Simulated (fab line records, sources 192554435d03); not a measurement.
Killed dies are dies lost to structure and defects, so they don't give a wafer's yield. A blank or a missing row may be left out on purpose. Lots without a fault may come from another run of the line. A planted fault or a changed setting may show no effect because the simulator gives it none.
Chamber matching | flow n5_finfet | N5_ILD0_LINER_00 on ald_sin-04: 4 sister chambers
The step material SiNx, target thk 4 nm, pulse time 1 s, purge time 2 s. 7 wafers are shown with their chamber, then 7 later ones without.

WAFERS WITH THEIR CHAMBER
wafer  | chamber | heater_power_w (W) | susceptor_temp_C (C)
L080.2 | 3       | 953                | 399.74
L082.3 | 1       | 699                | 400.36
L083.2 | 2       | 897                | 400.19
L083.3 | 0       | 797                | 399.92
L083.6 | 1       | 694                | 399.97
L086.2 | 2       | 890                | 400.21
L086.4 | 0       | 766                | 399.68

WAFERS WITHOUT THEIR CHAMBER
wafer  | heater_power_w (W) | susceptor_temp_C (C)
L086.5 | 700                | 400.15
L094.1 | 680                | 400.24
L094.3 | 793                | 400.20
L094.4 | 893                | 400.42
L095.2 | 784                | 399.80
L095.5 | 922                | 399.94
L095.6 | 885                | 399.94

WHICH CHAMBER EACH WENT THROUGH
wafer  | from the rows above     | in truth
L086.5 | 1                       | 1
L094.1 | 1                       | 1
L094.3 | 0                       | 0
L094.4 | 2                       | 2
L095.2 | 0                       | 0
L095.5 | can't be placed: 2 or 3 | 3
L095.6 | 2                       | 2
Placed correctly: 6 of 7. Can't be placed from these rows: 1 (the true chamber is among the candidates in 1). Placed wrongly: 0.
How it was worked out, from the rows above alone: a wafer's distance from a chamber is the root of the sum, over the readings, of the square of ((its reading less the chamber's mean) divided by the reading's scatter). The wafer belongs to the nearest chamber; if the next one is less than 2 further off, it can't be placed. A chamber's mean is the mean of its shown wafers. The scatter: the root of (the sum of the squares of (reading less its chamber's mean) over the shown wafers, divided by (wafers less chambers)).
